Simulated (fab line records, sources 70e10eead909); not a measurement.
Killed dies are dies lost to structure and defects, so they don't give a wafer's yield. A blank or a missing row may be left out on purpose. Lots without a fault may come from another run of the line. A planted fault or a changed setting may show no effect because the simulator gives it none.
One fault seen from 2 desks | flow nand_harc | each desk has only its own numbers; what lay behind them comes last

THE TOOL OWNER'S DESK: rie_metal-02
The tool's own readings at NHARC_A_WL_FILL_ETCHBACK_17 (etches the open film in Cl2/BCl3, target depth 4 nm, time 26.7 s): means of the sampled wafers that have a number, for each lot that ran on this tool. A lot is out of limits, marked OUT, if its mean lies more than 4 standard deviations from the usual mean; the brackets give that distance.
Columns: A = drypump_motor_current_A at NHARC_A_WL_FILL_ETCHBACK_17, usual 5.8 A; B = oes_product_au at NHARC_A_WL_FILL_ETCHBACK_17, usual 0.997 a.u.
lot  | first seen here | A   | B
L173 | day 21 22:05    | 5.6 | 1.000
L180 | day 23 09:49    | 5.9 | 0.988
L186 | day 26 03:38    | 5.8 | 0.838 (-14) OUT
L190 | day 28 18:26    | 5.6 | 1.000
L192 | day 28 23:08    | 5.9 | 0.990
L194 | day 30 03:40    | 5.9 | 0.986
L195 | day 30 20:58    | 5.9 | 1.000
This desk's finding: out of limits on L186; first on L186, day 26 03:38 (oes_product_au at NHARC_A_WL_FILL_ETCHBACK_17). In limits: L173, L180, L190, L192, L194, L195.

THE DEFECT DESK
What the inspections along the route counted, lot by lot: means of the sampled wafers that have a number. A lot is out of limits, marked OUT, if its mean lies more than 4 standard deviations from the usual mean; the brackets give that distance.
Columns: A = raw_defect_count at NHARC_A_SIN_REMOVE_INSPECT_04, usual 401
lot  | first seen here | A
L176 | day 21 06:36    | 613
L173 | day 21 10:06    | 356
L174 | day 21 14:50    | 342
L175 | day 21 22:19    | 554
L179 | day 22 17:28    | 374
L180 | day 22 20:54    | 465
L186 | day 25 15:40    | 344
L190 | day 28 06:59    | 321
L191 | day 28 06:59    | 522
L193 | day 28 11:16    | 368
L192 | day 28 11:17    | 303
L194 | day 29 15:48    | 300
L195 | day 30 09:20    | 440
This desk's finding: nothing out of limits on any of the 13 lots.

PUT TOGETHER
The tool owner's desk could have raised an alarm at day 26 03:38, on L186.
The defect desk saw nothing out of limits.
The defect desk has L186 on record, within its limits.
Of the lots named, all ran NHARC_A_WL_FILL_ETCHBACK_17 on rie_metal-02.

WHAT THE SIMULATOR HAD PUT IN
Process parameter drift: rie_metal-02, from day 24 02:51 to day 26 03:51, at NHARC_A_WL_FILL_ETCHBACK_17. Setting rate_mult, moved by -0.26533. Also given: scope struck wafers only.
Lots struck among those shown: L186.
Hours from the fault's start to each desk's first reading out of limits: the tool owner's desk, 49.
